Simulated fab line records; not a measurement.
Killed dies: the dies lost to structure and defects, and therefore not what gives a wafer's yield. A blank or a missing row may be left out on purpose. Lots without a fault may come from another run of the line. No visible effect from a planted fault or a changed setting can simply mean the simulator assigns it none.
Chamber matching    flow nand-harc    pecvd-02 running NHARC_A_M1_DEP_33: 3 sister chambers
The step deposits SiCN, target thk 30 nm. 6 wafers are shown with their chamber, then 9 later ones without.

WAFERS PAIRED WITH THEIR CHAMBERS
wafer   chamber  heater-power-w (W)
L086.4  1        605
L089.3  0        681
L089.6  2        612
L087.4  1        606
L087.5  2        630
L087.6  0        573

WAFERS WITHOUT THEIR CHAMBER
wafer   heater-power-w (W)
L092.2  647
L092.5  647
L092.6  551
L093.1  639
L093.2  620
L093.5  640
L097.3  629
L097.4  632
L097.6  626

THE CHAMBER EACH PASSED THROUGH
wafer   from the rows above           in truth
L092.2  can't be placed: 0 or 2 or 1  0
L092.5  can't be placed: 0 or 2 or 1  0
L092.6  can't be placed: 1 or 2 or 0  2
L093.1  can't be placed: 0 or 2 or 1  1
L093.2  can't be placed: 2 or 0 or 1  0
L093.5  can't be placed: 0 or 2 or 1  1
L097.3  can't be placed: 0 or 2 or 1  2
L097.4  can't be placed: 0 or 2 or 1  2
L097.6  can't be placed: 0 or 2 or 1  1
Correct placement for 0 of the 9. Unplaceable from these rows: 9, with the true chamber sitting among the candidates in 9. 0 placed wrongly.
How it was worked out, from the rows above alone: a wafer's distance from a chamber is the root of the sum, over the readings, of the square of ((its reading less the chamber's mean) divided by the reading's scatter). The wafer belongs to the nearest chamber; if the next one is less than 2 further off, it can't be placed. For every chamber, the mean is computed from those of its wafers that are shown. The scatter: the root of (the sum of the squares of (reading less its chamber's mean) over the shown wafers, divided by (wafers less chambers)).
